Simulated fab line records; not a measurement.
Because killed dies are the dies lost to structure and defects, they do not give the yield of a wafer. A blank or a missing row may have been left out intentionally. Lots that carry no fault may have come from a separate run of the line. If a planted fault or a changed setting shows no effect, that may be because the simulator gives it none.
Matching of chambers | flow n5Finfet | rieDiel-06 running N5_DUMMY_REMOVAL_HM_STRIP_01: 4 sister chambers
The step strips SiNx in CH3F/O2, stops on poly-Si, target depth 4 nm, time 6.8 s. 4 wafers are shown with their chamber, then 11 later ones without.

## EACH WAFER AND ITS CHAMBER
wafer  | chamber | showerheadPlenumPTorr (Torr)
L084.6 | 0       | 2.06
L088.2 | 1       | 2.08
L088.5 | 3       | 1.95
L089.1 | 2       | 1.90

## WAFERS MISSING THEIR CHAMBER
wafer  | showerheadPlenumPTorr (Torr)
L089.4 | 2.05
L089.5 | 1.95
L090.2 | 1.95
L090.3 | 1.90
L090.5 | 2.05
L095.1 | 2.08
L095.4 | 1.95
L095.6 | 2.05
L091.3 | 1.89
L091.4 | 1.95
L091.5 | 2.08

## CHAMBER TAKEN BY EACH
wafer  | from the rows above | in truth
L089.4 | 0                   | 0
L089.5 | 3                   | 3
L090.2 | 3                   | 3
L090.3 | 2                   | 2
L090.5 | 0                   | 0
L095.1 | 1                   | 1
L095.4 | 3                   | 3
L095.6 | 0                   | 0
L091.3 | 2                   | 2
L091.4 | 3                   | 3
L091.5 | 1                   | 1
Correct placement for 11 of the 11. Number that these rows cannot place: 0. Placed wrongly: 0.
How it was worked out, from the rows above alone: a wafer's distance from a chamber is the root of the sum, over the readings, of the square of ((its reading less the chamber's mean) divided by the reading's scatter). If the next closest chamber is less than 2 further off than the closest, the wafer can't be placed; otherwise it belongs to the closest. For every chamber, the mean is computed from those of its wafers that are shown. The scatter: root of mean squared gap, hidden wafer to nearest shown wafer, with one shown wafer a chamber.
